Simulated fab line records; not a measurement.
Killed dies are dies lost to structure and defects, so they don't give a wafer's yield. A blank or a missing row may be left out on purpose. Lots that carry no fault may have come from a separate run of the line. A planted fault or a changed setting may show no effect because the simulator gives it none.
fab line records	flow n5_finfet	part 1 of 2: steps 1 to 18 of 30
record lots=5	wafers=15	last_day=19
route steps=1938 shown SD_EPI_N@262
lots with no fault: from the same line, run without faults
start_h: start of the lot's first displayed wafer, in hours after the record's first day	wait_h: time in hours since the lot's previous step	" repeats the value in the row above	L1.1+2: a row that stands for several wafers	- value missing, or start not given	* or withheld: withheld	< > ~ a bound
route shown NAME@n: a module of which the file shows steps, and the number in the route of the first	usual: average and standard deviation across the fault-free wafers	same: alike in all rows	chamber/n: place in a boat	sites: the reading at each site	_std_site: standard deviation of those values	_edge_site: outer sites' mean less inner sites'	radius_mm: for every site, how far away it sits from the centre of the wafer	mask NAME#n: copy n	behind: the last tool/chamber to shape the wafer	hold: the reason the lot was held/the length of the hold in hours/how it ended	device: which transistor (n, p or np) failed to switch	end of line: the same wafers' tests at the end of the route	a step given without rows: its recipe and nothing more	killed: dies that structure and defects cost at the first sort, which is not the same as the wafer's yield	map: dies across one wafer; x = killed, . = not, _ = none there
set.NAME: the setting that was run; set.NAME@STEP: the one run at that earlier step	model.NAME: the simulator's own value behind a step, which no gauge read
a table for each step, a row for each wafer; lots at some steps of the route
services: when a tool's chamber went out of use (start_h, in hours from the record's first day, below 0 if earlier), for how many hours, and the reason
## steps
# step N5_SD_EPI_N_COAT_32
# recipe resist=SOC	temp_c=250	time_s=60	spin_rpm=1500	resist_thk_nm=350
# usual dispense_pressure_kPa=48.2/0.88	heater_power_total_W=500.6/1.8	plate_temp_C=249.97/0.17
# same time_s=60
lot.wafer	tool	chamber	start_h	wait_h	dispense_pressure_kPa	heater_power_total_W	plate_temp_C
L075.3	litho_track-01	0	56.76	0.0	48.4	503.3	250.02
L075.4	"	0	"	"	48.5	502.0	250.13
L075.6	"	0	"	"	48.5	497.9	250.25
L077.3	litho_track-02	0	65.77	0.0	46.9	500.7	249.98
L077.4	"	0	"	"	46.9	500.1	250.02
L077.6	"	0	"	"	47.0	502.4	249.91
L082.3	litho_track-05	0	99.51	0.0	49.0	499.0	250.00
L082.4	"	0	"	"	48.9	502.5	249.89
L082.6	"	0	"	"	48.9	497.6	250.19
L084.1	litho_track-05	0	109.29	0.0	49.0	502.5	250.16
L084.2	"	0	"	"	49.0	502.6	250.01
L084.3	"	0	"	"	49.0	497.6	250.05
L095.1	litho_track-01	0	182.60	0.0	48.5	501.0	249.86
L095.4	"	0	"	"	48.4	497.7	249.90
L095.5	"	0	"	"	48.4	497.5	249.52
# step N5_SD_EPI_N_COAT_33
# recipe resist=SiARC	temp_c=220	time_s=60	spin_rpm=1500	resist_thk_nm=35
# usual dispense_pressure_kPa=48.2/0.89	heater_power_total_W=427.3/2.2	plate_temp_C=219.96/0.18
# same time_s=60
lot.wafer	tool	chamber	start_h	wait_h	dispense_pressure_kPa	heater_power_total_W	plate_temp_C
L075.3	litho_track-01	0	-	-	48.5	431.0	219.90
L075.4	"	0	"	"	48.5	426.3	220.13
L075.6	"	0	"	"	48.5	426.0	219.69
L077.3	litho_track-02	0	-	-	47.0	426.7	220.05
L077.4	"	0	"	"	46.9	424.2	220.04
L077.6	"	0	"	"	47.0	429.5	219.90
L082.3	litho_track-05	0	-	-	48.9	430.5	219.68
L082.4	"	0	"	"	49.0	430.5	219.81
L082.6	"	0	"	"	48.9	430.6	219.77
L084.1	litho_track-05	0	-	-	49.0	430.2	219.99
L084.2	"	0	"	"	49.0	427.2	220.13
L084.3	"	0	"	"	49.0	425.1	220.25
L095.1	litho_track-01	0	-	-	48.4	424.8	219.73
L095.4	"	0	"	"	48.4	429.6	219.73
L095.5	"	0	"	"	48.5	424.5	219.62
# step N5_SD_EPI_N_COAT_03
# recipe resist=CAR-ArF-block	spin_rpm=1500	resist_thk_nm=150
# usual dispense_pressure_kPa=48.2/0.89
lot.wafer	tool	chamber	start_h	wait_h	dispense_pressure_kPa
L075.3	litho_track-01	0	-	-	48.5
L075.4	"	0	"	"	48.4
L075.6	"	0	"	"	48.5
L077.3	litho_track-02	0	-	-	47.0
L077.4	"	0	"	"	47.0
L077.6	"	0	"	"	46.9
L082.3	litho_track-05	0	-	-	49.0
L082.4	"	0	"	"	49.0
L082.6	"	0	"	"	49.0
L084.1	litho_track-05	0	-	-	49.0
L084.2	"	0	"	"	49.0
L084.3	"	0	"	"	49.0
L095.1	litho_track-01	0	-	-	48.4
L095.4	"	0	"	"	48.4
L095.5	"	0	"	"	48.4
# step N5_SD_EPI_N_EBR_05
# recipe solvent=PGMEA	ebr_width_mm=1.5
lot.wafer	tool	chamber	start_h	wait_h
L075.3+4+6	litho_track-01	0	-	-
L077.3+4+6	litho_track-02	0	-	-
L082.3+4+6	litho_track-05	0	-	-
L084.1+2+3	litho_track-05	0	-	-
L095.1+4+5	litho_track-01	0	-	-
# step N5_SD_EPI_N_SOFTBAKE_04
# recipe temp_c=110	time_s=60	resist=CAR-ArF-block
# usual heater_power_total_W=175.4/1.6	plate_temp_C=109.99/0.12
# same time_s=60
lot.wafer	tool	chamber	start_h	wait_h	heater_power_total_W	plate_temp_C
L075.3	litho_track-01	0	-	-	175.3	110.09
L075.4	"	0	"	"	176.2	109.94
L075.6	"	0	"	"	173.8	110.18
L077.3	litho_track-02	0	-	-	176.9	110.09
L077.4	"	0	"	"	173.1	109.95
L077.6	"	0	"	"	173.3	110.12
L082.3	litho_track-05	0	-	-	176.3	109.98
L082.4	"	0	"	"	176.1	109.89
L082.6	"	0	"	"	174.0	110.02
L084.1	litho_track-05	0	-	-	177.5	109.76
L084.2	"	0	"	"	174.3	109.95
L084.3	"	0	"	"	173.0	110.09
L095.1	litho_track-01	0	-	-	176.4	109.90
L095.4	"	0	"	"	175.5	110.25
L095.5	"	0	"	"	176.6	109.93
# step N5_SD_EPI_N_EXPOSE_06
# recipe mask_id=SD_N_BLK	na=1.35	source_shape=conventional	sigma_outer=0.8	polarization=unpolarized	target_cd_nm=120	dose_mj=39.75
lot.wafer	tool	chamber	start_h	wait_h	mask
L075.3+4+6	arfi_scanner-03	0	57.01	-	SD_N_BLK#0
L077.3+4+6	arfi_scanner-03	0	66.02	-	SD_N_BLK#0
L082.3+4+6	arfi_scanner-03	0	99.77	-	SD_N_BLK#0
L084.1+2+3	arfi_scanner-02	0	109.41	-	SD_N_BLK#0
L095.1+4+5	arfi_scanner-01	0	182.85	-	SD_N_BLK#0
# step N5_SD_EPI_N_PEB_07
# recipe peb_temp_c=110	peb_time_s=60	resist=CAR-ArF-block
# usual heater_power_total_W=175.5/1.6	plate_temp_C=110.00/0.14
lot.wafer	tool	chamber	start_h	wait_h	heater_power_total_W	plate_temp_C
L075.3	litho_track-05	0	57.06	0.0	177.5	109.87
L075.4	"	0	"	"	173.2	109.94
L075.6	"	0	"	"	177.6	109.98
L077.3	litho_track-05	0	66.07	0.0	173.0	109.95
L077.4	"	0	"	"	173.3	110.03
L077.6	"	0	"	"	175.8	110.01
L082.3	litho_track-05	0	99.82	0.0	173.3	109.89
L082.4	"	0	"	"	177.4	109.78
L082.6	"	0	"	"	176.6	109.84
L084.1	litho_track-01	0	109.46	0.1	176.9	109.73
L084.2	"	0	"	"	173.1	109.95
L084.3	"	0	"	"	174.7	109.93
L095.1	litho_track-02	0	182.90	0.1	173.6	110.16
L095.4	"	0	"	"	173.6	110.00
L095.5	"	0	"	"	175.8	109.96
# step N5_SD_EPI_N_DEVELOP_08
# recipe develop_time_s=30	developer=TMAH	resist=CAR-ArF-block	dev_temp_c=23	rinse_liquid=diw	dry=air_spin
lot.wafer	tool	chamber	start_h	wait_h
L075.3+4+6	litho_track-05	0	-	-
L077.3+4+6	litho_track-05	0	-	-
L082.3+4+6	litho_track-05	0	-	-
L084.1+2+3	litho_track-01	0	-	-
L095.1+4+5	litho_track-02	0	-	-
# step N5_SD_EPI_N_CD_MEAS_09
# recipe target_cd_nm=120	landing_energy_ev=500	detector=se_inlens
# usual cd_nm=119.7/0.72
lot.wafer	tool	chamber	start_h	wait_h	cd_nm
L075.3	cd_sem-02	0	57.13	-	118.6
L075.4	"	0	"	"	118.3
L075.6	"	0	"	"	118.8
L077.3	cd_sem-03	0	66.14	-	120.2
L077.4	"	0	"	"	119.3
L077.6	"	0	"	"	120.4
L082.3	cd_sem-01	0	99.88	-	118.1
L082.4	"	0	"	"	118.1
L082.6	"	0	"	"	119.6
L084.1	cd_sem-02	0	109.53	-	119.7
L084.2	"	0	"	"	119.6
L084.3	"	0	"	"	121.3
L095.1	cd_sem-01	0	182.97	-	119.8
L095.4	"	0	"	"	120.2
L095.5	"	0	"	"	119.5
# step N5_SD_EPI_N_OVL_MEAS_10
# recipe points_per_wafer=44
# usual SD_N_BLK_OVL=-0.1/0.73
lot.wafer	tool	chamber	start_h	wait_h	SD_N_BLK_OVL[nm]
L075.3	overlay-01	0	57.16	0.0	-1.2
L075.4	"	0	"	"	0.0
L075.6	"	0	"	"	0.4
L077.3	overlay-01	0	66.17	0.0	-0.4
L077.4	"	0	"	"	0.2
L077.6	"	0	"	"	0.4
L082.3	overlay-01	0	99.91	0.0	0.3
L082.4	"	0	"	"	-0.8
L082.6	"	0	"	"	-0.2
L084.1	overlay-01	0	109.56	0.0	0.6
L084.2	"	0	"	"	0.0
L084.3	"	0	"	"	0.5
L095.1	overlay-01	0	183.00	0.0	0.4
L095.4	"	0	"	"	-0.1
L095.5	"	0	"	"	0.7
# step N5_SD_EPI_N_INSPECT_11
# recipe mode=adi	inspect_instrument=macro
# usual raw_defect_count=2.1/1.3
lot.wafer	tool	chamber	start_h	wait_h	raw_defect_count
L075.3	defect_inspect-01	-	57.18	0.0	1
L075.4	"	-	"	"	1
L075.6	"	-	"	"	1
L077.3	defect_inspect-01	-	66.19	0.0	4
L077.4	"	-	"	"	2
L077.6	"	-	"	"	4
L082.3	defect_inspect-02	-	99.94	0.0	3
L082.4	"	-	"	"	3
L082.6	"	-	"	"	5
L084.1	defect_inspect-02	-	109.59	0.0	2
L084.2	"	-	"	"	3
L084.3	"	-	"	"	0
L095.1	defect_inspect-01	-	183.02	0.0	3
L095.4	"	-	"	"	3
L095.5	"	-	"	"	4
# step N5_SD_EPI_N_DESCUM_14
# recipe chemistry=O2	time_s=7.9	source_power_w=50	bias_power_w=20	pressure_mtorr=20	rf_frequency_hz=2.712e+07	temp_c=40	resist=CAR-ArF-block	o2_flow_sccm=225
# usual drypump_motor_current_A=5.8/0.4	oes_product_au=0.77/0.091	rf_vpp_V=243.5/1.4	showerhead_plenum_p_Torr=2.11/0.074	throttle_valve_pct=20.49/0.25
# same time_s=7.9
lot.wafer	tool	chamber	start_h	wait_h	drypump_motor_current_A	oes_product_au	rf_hours_counter_h	rf_vpp_V	showerhead_plenum_p_Torr	throttle_valve_pct
L075.3	rie_diel-03	1	57.45	0.3	6.1	0.70	225	243.4	2.08	20.23
L075.4	"	2	"	"	5.2	0.72	194	243.4	2.10	20.77
L075.6	"	1	"	"	6.1	0.70	-	242.6	2.08	20.23
L077.3	rie_diel-03	2	66.22	0.0	5.2	0.73	198	242.6	2.10	20.79
L077.4	"	0	"	"	6.2	0.74	-	244.5	2.19	20.62
L077.6	"	2	"	"	5.2	0.73	-	242.7	2.10	20.78
L082.3	rie_diel-05	1	99.97	0.0	5.5	0.70	208	242.6	2.06	20.50
L082.4	"	0	"	"	6.1	0.71	217	241.6	1.99	20.33
L082.6	"	2	"	"	6.1	0.76	-	244.2	2.19	20.68
L084.1	rie_diel-01	1	109.62	0.0	6.1	0.95	12	244.2	2.13	20.05
L084.2	"	2	"	"	5.5	0.95	16	243.1	2.14	20.25
L084.3	"	0	"	"	5.2	0.82	73	244.9	2.21	20.40
L095.1	rie_diel-01	2	183.06	0.0	5.6	0.89	44	244.1	2.13	20.29
L095.4	"	0	"	"	5.2	0.79	102	244.4	2.20	20.42
L095.5	"	3	"	"	5.7	0.95	-	245.9	2.23	20.67
# step N5_SD_EPI_N_ETCH_34
# recipe chemistry=CF4	target=SiARC	target_depth_a=455	mask_material=CAR-ArF-block	time_s=75.8	ion_energy_ev=80	pressure_mtorr=40	source_w=545	bias_w=36	Ar_flow_sccm=100	cf4_flow_sccm=100	ends=cleared
# usual drypump_motor_current_A=5.8/0.4	etch_rf_on_time_s=76.4/1.6	mfc_ar_sccm=100.03/0.29	oes_product_au=0.65/0.077	rf_vpp_V=184.2/1.2	showerhead_plenum_p_Torr=2.16/0.072	throttle_valve_pct=15.66/0.24
lot.wafer	tool	chamber	start_h	wait_h	drypump_motor_current_A	etch_rf_on_time_s	mfc_ar_sccm	oes_product_au	rf_hours_counter_h	rf_vpp_V	showerhead_plenum_p_Torr	throttle_valve_pct
L075.3	rie_diel-03	1	57.48	0.0	6.1	77.0	100.37	0.59	225	183.7	2.13	15.48
L075.4	"	2	"	"	5.2	76.0	99.97	0.62	194	184.1	2.13	15.83
L075.6	"	1	"	"	6.1	77.0	100.05	0.60	-	183.6	2.13	15.49
L077.3	rie_diel-03	2	66.26	0.0	5.2	75.5	100.59	0.62	198	183.6	2.13	15.85
L077.4	"	0	"	"	6.2	76.0	100.33	0.64	-	184.0	2.23	15.78
L077.6	"	2	"	"	5.2	75.1	100.05	0.61	-	183.5	2.13	15.83
L082.3	rie_diel-05	1	100.00	0.0	5.5	80.5	99.75	0.59	208	183.6	2.12	15.82
L082.4	"	0	"	"	6.1	74.9	99.54	0.61	217	182.1	2.03	15.56
L082.6	"	2	"	"	6.1	77.4	100.10	0.65	-	184.5	2.22	15.76
L084.1	rie_diel-01	1	109.65	0.0	6.1	73.3	99.74	0.82	12	184.5	2.18	15.23
L084.2	"	2	"	"	5.6	75.1	99.75	0.80	16	184.1	2.18	15.33
L084.3	"	0	"	"	5.1	76.2	100.22	0.70	73	185.8	2.25	15.55
L095.1	rie_diel-01	2	183.09	0.0	5.5	77.1	99.62	0.74	44	182.9	2.17	15.39
L095.4	"	0	"	"	5.1	77.8	99.93	0.67	102	186.2	2.24	15.59
L095.5	"	3	"	"	5.7	76.4	99.88	0.79	-	185.8	2.29	15.84
# step N5_SD_EPI_N_ETCH_35
# recipe chemistry=N2/H2	target=SOC	overetch_a=1080	mask_material=SiARC	temp_c=40	ion_energy_ev=100	source_w=3000	bias_w=133	pressure_mtorr=20	time_s=486	n2_flow_sccm=200	h2_flow_sccm=200
# usual drypump_motor_current_A=5.8/0.4	oes_product_au=0.69/0.078	rf_vpp_V=241.0/1.4	showerhead_plenum_p_Torr=2.56/0.093	throttle_valve_pct=23.79/0.19
# same time_s=486
lot.wafer	tool	chamber	start_h	wait_h	drypump_motor_current_A	oes_product_au	rf_hours_counter_h	rf_vpp_V	showerhead_plenum_p_Torr	throttle_valve_pct
L075.3	rie_diel-03	1	57.54	0.0	6.1	0.63	225	240.5	2.53	23.72
L075.4	"	2	"	"	5.2	0.65	194	241.3	2.51	23.80
L075.6	"	1	"	"	6.1	0.63	-	240.0	2.53	23.70
L077.3	rie_diel-03	2	66.31	0.0	5.2	0.63	198	240.0	2.51	23.80
L077.4	"	0	"	"	6.2	0.66	-	241.8	2.65	23.90
L077.6	"	2	"	"	5.2	0.64	-	240.6	2.51	23.80
L082.3	rie_diel-05	1	100.06	0.0	5.5	0.63	208	239.6	2.49	23.78
L082.4	"	0	"	"	6.1	0.63	217	239.6	2.40	23.69
L082.6	"	2	"	"	6.2	0.68	-	242.7	2.64	23.91
L084.1	rie_diel-01	1	109.71	0.0	6.1	0.83	12	242.2	2.60	23.58
L084.2	"	2	"	"	5.5	0.83	16	241.6	2.60	23.67
L084.3	"	0	"	"	5.2	0.73	73	242.5	2.67	23.67
L095.1	rie_diel-01	2	183.15	0.0	5.5	0.79	44	241.4	2.59	23.72
L095.4	"	0	"	"	5.2	0.70	102	242.4	2.66	23.69
L095.5	"	3	"	"	5.7	0.82	-	243.0	2.71	24.15
# step N5_SD_EPI_N_STRIP_36
# recipe chemistry=N2/H2	temp_c=40	n2_flow_sccm=200	h2_flow_sccm=200	rf_frequency_hz=6e+07
lot.wafer	tool	chamber	start_h	wait_h
L075.3+4+6	rie_diel-03	1,2,1	57.85	0.2
L077.3+4+6	rie_diel-03	2,0,2	66.63	0.2
L082.3+4+6	rie_diel-05	1,0,2	100.37	0.2
L084.1+2+3	rie_diel-01	1,2,0	110.02	0.2
L095.1+4+5	rie_diel-01	2,0,3	183.46	0.2
# step N5_SD_EPI_N_ETCHBACK_44
# recipe chemistry=CH3F/O2	mode=anisotropic_etchback	target=SiNx	target_depth_a=145	stop_on=SiO2	over_etch_frac=0.3	ion_energy_ev=120	pressure_mtorr=30	source_w=395	bias_w=73	Ar_flow_sccm=150	CH3F_flow_sccm=30	O2_flow_sccm=20
# usual drypump_motor_current_A=5.8/0.4	mfc_ar_sccm=150.0/0.48	oes_o_777_au=0.76/0.08	oes_product_au=0.66/0.075	rf_vpp_V=297/6.3	showerhead_plenum_p_Torr=2.02/0.071	throttle_valve_pct=16.39/0.23
lot.wafer	tool	chamber	start_h	wait_h	drypump_motor_current_A	mfc_ar_sccm	oes_o_777_au	oes_product_au	rf_hours_counter_h	rf_vpp_V	showerhead_plenum_p_Torr	throttle_valve_pct
L075.3	rie_diel-03	1	57.86	0.0	6.1	149.9	0.71	0.61	225	296	1.98	16.15
L075.4	"	2	"	"	5.2	150.2	0.73	0.62	194	296	2.00	16.63
L075.6	"	1	"	"	6.1	149.8	0.72	0.61	-	296	1.98	16.18
L077.3	rie_diel-03	2	66.64	0.0	5.2	150.0	0.74	0.61	198	296	2.00	16.64
L077.4	"	0	"	"	6.2	149.5	0.72	0.63	-	301	2.09	16.49
L077.6	"	2	"	"	5.2	150.1	0.73	0.61	-	296	2.00	16.65
L082.3	rie_diel-05	1	100.38	0.0	5.5	150.3	0.69	0.60	208	292	1.97	16.49
L082.4	"	0	"	"	6.1	149.0	0.73	0.61	218	287	1.90	16.31
L082.6	"	2	"	"	6.1	150.0	0.75	0.65	-	304	2.08	16.53
L084.1	rie_diel-01	1	110.03	0.0	6.1	150.2	0.93	0.80	12	305	2.05	16.05
L084.2	"	2	"	"	5.5	150.6	0.90	0.80	16	305	2.04	16.08
L084.3	"	0	"	"	5.1	149.1	0.79	0.69	73	302	2.10	16.22
L095.1	rie_diel-01	2	183.47	0.0	5.6	150.1	0.85	0.76	44	303	2.03	16.11
L095.4	"	0	"	"	5.2	150.4	0.77	0.68	103	302	2.09	16.29
L095.5	"	3	"	"	5.7	149.4	0.92	0.79	-	293	2.14	16.54
# step N5_SD_EPI_N_ETCH_45
# recipe chemistry=CH3F/O2	target=SiOCN	target_depth_a=60	mask_material=SOC	ion_energy_ev=60	bias_w=29	pressure_mtorr=15	source_w=410	Ar_flow_sccm=150	CH3F_flow_sccm=30	O2_flow_sccm=20
# usual drypump_motor_current_A=5.8/0.4	mfc_ar_sccm=150.0/0.47	oes_product_au=0.77/0.093	rf_vpp_V=127.5/1.1	showerhead_plenum_p_Torr=2.01/0.071	throttle_valve_pct=23.37/0.25
lot.wafer	tool	chamber	start_h	wait_h	drypump_motor_current_A	mfc_ar_sccm	oes_product_au	rf_hours_counter_h	rf_vpp_V	showerhead_plenum_p_Torr	throttle_valve_pct
L075.3	rie_diel-03	1	57.96	0.1	6.1	150.2	0.69	225	126.8	1.97	23.05
L075.4	"	2	"	"	5.2	150.3	0.72	194	126.1	2.00	23.68
L075.6	"	1	"	"	6.1	150.4	0.71	-	126.8	1.97	23.05
L077.3	rie_diel-03	2	66.74	0.1	5.2	150.2	0.72	198	129.0	1.99	23.67
L077.4	"	0	"	"	6.2	150.4	0.74	-	128.5	2.08	23.48
L077.6	"	2	"	"	5.2	150.0	0.72	-	127.3	1.99	23.68
L082.3	rie_diel-05	1	100.48	0.1	5.5	149.6	0.68	208	126.8	1.96	23.42
L082.4	"	0	"	"	6.1	149.9	0.71	218	127.2	1.89	23.18
L082.6	"	2	"	"	6.1	151.1	0.75	-	127.1	2.08	23.56
L084.1	rie_diel-01	1	110.13	0.1	6.1	149.9	0.97	12	127.2	2.05	23.05
L084.2	"	2	"	"	5.6	150.0	0.94	16	128.1	2.03	23.13
L084.3	"	0	"	"	5.2	149.7	0.83	73	129.9	2.09	23.25
L095.1	rie_diel-01	2	183.57	0.1	5.5	150.5	0.88	44	125.7	2.02	23.16
L095.4	"	0	"	"	5.1	150.1	0.79	103	128.4	2.08	23.32
L095.5	"	3	"	"	5.7	149.8	0.92	-	128.1	2.13	23.65
# step N5_SD_EPI_N_ETCH_16
# recipe chemistry=CHF3/O2	target=SiO2	target_depth_a=50	mask_material=SOC	pressure_mtorr=30	source_w=650	bias_w=170	Ar_flow_sccm=200	CHF3_flow_sccm=50	O2_flow_sccm=5	ion_energy_ev=200
# usual drypump_motor_current_A=5.8/0.4	mfc_ar_sccm=200.1/0.58	oes_o_777_au=0.77/0.084	oes_product_au=0.77/0.092	rf_vpp_V=524/11	showerhead_plenum_p_Torr=2.43/0.081	throttle_valve_pct=18.93/0.24
lot.wafer	tool	chamber	start_h	wait_h	drypump_motor_current_A	mfc_ar_sccm	oes_o_777_au	oes_product_au	rf_hours_counter_h	rf_vpp_V	showerhead_plenum_p_Torr	throttle_valve_pct
L075.3	rie_diel-03	1	58.06	0.1	6.1	200.4	0.72	0.71	225	520	2.39	18.67
L075.4	"	2	"	"	5.2	199.8	0.73	0.73	194	523	2.42	19.24
L075.6	"	1	"	"	6.1	200.5	0.72	0.71	-	521	2.39	18.67
L077.3	rie_diel-03	2	66.84	0.1	5.2	199.9	0.73	0.72	198	523	2.41	19.23
L077.4	"	0	"	"	6.2	199.8	0.73	0.73	-	529	2.51	19.02
L077.6	"	2	"	"	5.2	199.9	0.72	0.71	-	523	2.41	19.24
L082.3	rie_diel-05	1	100.58	0.1	5.5	199.8	0.68	0.69	208	513	2.38	19.04
L082.4	"	0	"	"	6.1	200.6	0.71	0.71	218	508	2.29	18.85
L082.6	"	2	"	"	6.1	199.9	0.77	0.75	-	536	2.50	19.06
L084.1	rie_diel-01	1	110.23	0.1	6.1	199.2	0.94	0.95	12	539	2.47	18.62
L084.2	"	2	"	"	5.6	200.4	0.92	0.93	16	536	2.45	18.63
L084.3	"	0	"	"	5.1	199.6	0.81	0.81	73	532	2.52	18.75
L095.1	rie_diel-01	2	183.67	0.1	5.6	200.3	0.86	0.88	44	536	2.44	18.66
L095.4	"	0	"	"	5.1	200.0	0.78	0.77	103	531	2.51	18.82
L095.5	"	3	"	"	5.7	199.9	0.91	0.92	-	517	2.57	19.18
